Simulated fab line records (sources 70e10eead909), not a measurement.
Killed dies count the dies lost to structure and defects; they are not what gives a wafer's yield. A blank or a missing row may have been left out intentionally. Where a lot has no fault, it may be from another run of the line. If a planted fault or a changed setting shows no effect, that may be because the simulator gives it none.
Matching of chambers    flow nand_harc    NHARC_P_M2_CMP_23 on cmp-03 has 4 sister chambers
The step polishes, t overpolish 20 s, target thk 144.3 nm. 8 wafers are shown with their chamber, then 11 later ones without.

== WAFERS, EACH WITH ITS CHAMBER ==
wafer   chamber  motor_current_A (A)  time_to_endpoint_s (s)
L086.2  1        13.6                 24
L086.6  3        10.0                 25
L090.2  1        13.5                 20
L090.6  2        10.8                 26
L089.1  0        13.9                 26
L089.4  3        10.2                 22
L089.5  2        10.7                 27
L092.3  0        13.4                 28

== WAFERS MISSING THEIR CHAMBER ==
wafer   motor_current_A (A)  time_to_endpoint_s (s)
L092.5  10.6                 29
L092.6  12.7                 23
L091.2  12.5                 27
L091.3  9.7                  22
L091.5  10.4                 24
L094.2  10.4                 31
L094.3  13.2                 23
L094.5  10.1                 21
L096.3  13.0                 25
L096.5  9.8                  26
L096.6  10.8                 32

== THE CHAMBER EACH PASSED THROUGH ==
wafer   from the rows above      in truth
L092.5  2                        2
L092.6  can't be placed: 1 or 0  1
L091.2  can't be placed: 0 or 1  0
L091.3  3                        3
L091.5  can't be placed: 3 or 2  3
L094.2  can't be placed: 2 or 3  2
L094.3  can't be placed: 1 or 0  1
L094.5  3                        3
L096.3  can't be placed: 1 or 0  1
L096.5  3                        3
L096.6  2                        2
5 of 11 placed correctly. These rows do not allow placing 6 (true chamber among the candidates in 6). 0 placed wrongly.
How it was worked out, from the rows above alone: a wafer's distance from a chamber is the root of the sum, over the readings, of the square of ((its reading less the chamber's mean) divided by the reading's scatter). The wafer belongs to the nearest chamber; if the next one is less than 2 further off, it can't be placed. A chamber's mean is the mean of its shown wafers. The scatter is the square root of a quotient: the sum, over the shown wafers, of each reading's squared deviation from its chamber's mean, divided by wafers minus chambers.
